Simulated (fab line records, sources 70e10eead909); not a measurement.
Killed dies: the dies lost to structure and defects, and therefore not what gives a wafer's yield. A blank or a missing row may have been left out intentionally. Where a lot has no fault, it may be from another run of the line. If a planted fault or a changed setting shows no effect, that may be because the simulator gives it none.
Comparing a struck lot with a sound one + flow nand_harc + 14 steps out of a route of 1302
Sound: wafers L626.1, L626.3, L626.4. Struck: wafer L629.2 (left out: L629.1, L629.5 of the same lot, which were not struck); the cause appears at the end.
Per side, at each step with rows, come the tool, then ch with its chambers, and then its first start. Under that, the readings that differ: sound wafers + struck wafers + difference of the means + sigmas: that difference in standard deviations of wafers without a fault.
alike: readings with means less than 2 such deviations apart, plus words and numbers identical on both sides. not compared: withheld readings, readings lacking a value on some wafer, bounds such as >300 that could conceal the same value, and numbers that have no deviation in the record and whose values overlap.
Wherever a step has rows on one side only, a row that says differs or no value, or a row with sigmas, the two part there. Numbers that have no deviation but don't overlap get no sigmas and don't part them. A reading that every wafer of one side lacks parts them only if that side has two wafers or more.

first, 4 steps without rows for these wafers: NHARC_P_M1_EBR_05; NHARC_P_M1_EXPOSE_06 (exposes mask P M1, target cd 130 nm); NHARC_P_M1_PEB_07 (peb time 65 s); NHARC_P_M1_DEVELOP_08 (develop time 35 s).
NHARC_P_M1_CD_MEAS_09: the cd target is 130 nm.
  sound on cd_sem-03 ch 0, day 11 09:24; struck on cd_sem-03 ch 0, day 12 10:28
  alike: cd_nm
NHARC_P_M1_OVL_MEAS_10: pitch 260 nm.
  sound on overlay-02 at day 11 09:29; struck on overlay-01 at day 12 10:34
| reading           | sound          | struck | difference | sigmas |
|-------------------|----------------|--------|------------|--------|
| overlay_y_nm (nm) | -1.1 -0.7 -0.7 | 1.3    | +2.1       | +2     |
  alike: overlay_x_nm
NHARC_P_M1_INSPECT_11:
  sound on defect_inspect-02 at day 11 09:32; struck on defect_inspect-02 at day 12 10:36
  alike: raw_defect_count
NHARC_P_M1_DESCUM_14: chemistry O2, time 3 s.
  sound on rie_diel-12 ch 0,2,3, day 11 09:35; struck on rie_diel-06 ch 2, day 12 10:40
| reading                | sound | struck | difference | sigmas |
|------------------------|-------|--------|------------|--------|
| rf_hours_counter_h (h) | 9 8 9 | 12     | +3         |        |
  alike: drypump_motor_current_A, oes_product_au, rf_vpp_V, showerhead_plenum_p_Torr, throttle_valve_pct
NHARC_P_M1_ETCH_35: etches the open film in N2/H2, target depth 40 nm, overetch 12 nm, time 43.94 s.
  sound on rie_diel-12 ch 0,1,3, day 11 09:40; struck on rie_diel-06 ch 2, day 12 10:45
| reading                | sound | struck | difference | sigmas |
|------------------------|-------|--------|------------|--------|
| rf_hours_counter_h (h) | 8 9 9 | 12     | +3         |        |
  alike: bias_w, drypump_motor_current_A, oes_product_au, rf_vpp_V, showerhead_plenum_p_Torr, throttle_valve_pct
NHARC_P_M1_ETCH_15: etches the open film in C4F8/Ar, target depth 182.5 nm, time 91.2 s.
  sound on rie_diel-12 ch 0,1,3; struck on rie_diel-06 ch 3
| reading                | sound             | struck | difference | sigmas |
|------------------------|-------------------|--------|------------|--------|
| oes_product_au (a.u.)  | 0.921 0.924 0.929 | 0.993  | +0.068     | +3     |
| rf_hours_counter_h (h) | 9 9 8             | 11     | +2         |        |
  alike: bias_w, rf_vpp_V
NHARC_P_M1_CD_MEAS_16:
  sound on cd_sem-03 at day 11 09:53; struck on cd_sem-03 at day 12 10:58
  alike: cd_nm
NHARC_P_M1_STRIP_18: strips in N2/H2.
  sound on rie_diel-06 ch 0,1,2, day 11 09:58; struck on rie_diel-06 ch 2, day 12 11:05
| reading                | sound   | struck | difference | sigmas |
|------------------------|---------|--------|------------|--------|
| rf_hours_counter_h (h) | 10 10 9 | 12     | +2         |        |
  alike: drypump_motor_current_A, oes_product_au, rf_vpp_V, showerhead_plenum_p_Torr, throttle_valve_pct
NHARC_P_M1_ETCH_28: etches the open film in CF4/N2, target depth 30 nm, time 72.99 s.
  sound on rie_diel-06 ch 1,2,3, day 11 10:13; struck on rie_diel-06 ch 2, day 12 11:17
| reading                | sound                | struck | difference | sigmas |
|------------------------|----------------------|--------|------------|--------|
| oes_product_au (a.u.)  | 1.009 1.015 1.013    | 0.830  | -0.182     | -20    |
| rf_hours_counter_h (h) | 10 9 10              | 12     | +2         |        |
| throttle_valve_pct (%) | 19.798 19.775 19.774 | 19.801 | +0.019     | +2     |
  alike: bias_w, drypump_motor_current_A, rf_vpp_V, showerhead_plenum_p_Torr
then, 1 step without rows for these wafers: NHARC_P_M1_STRIP_19 (strips in post etch residue remover, time 600 s).

== WHERE THEY PART ==
Last at NHARC_P_M1_ETCH_28 as far as this record goes, first at NHARC_P_M1_OVL_MEAS_10.

WHY: whatever the simulator had introduced
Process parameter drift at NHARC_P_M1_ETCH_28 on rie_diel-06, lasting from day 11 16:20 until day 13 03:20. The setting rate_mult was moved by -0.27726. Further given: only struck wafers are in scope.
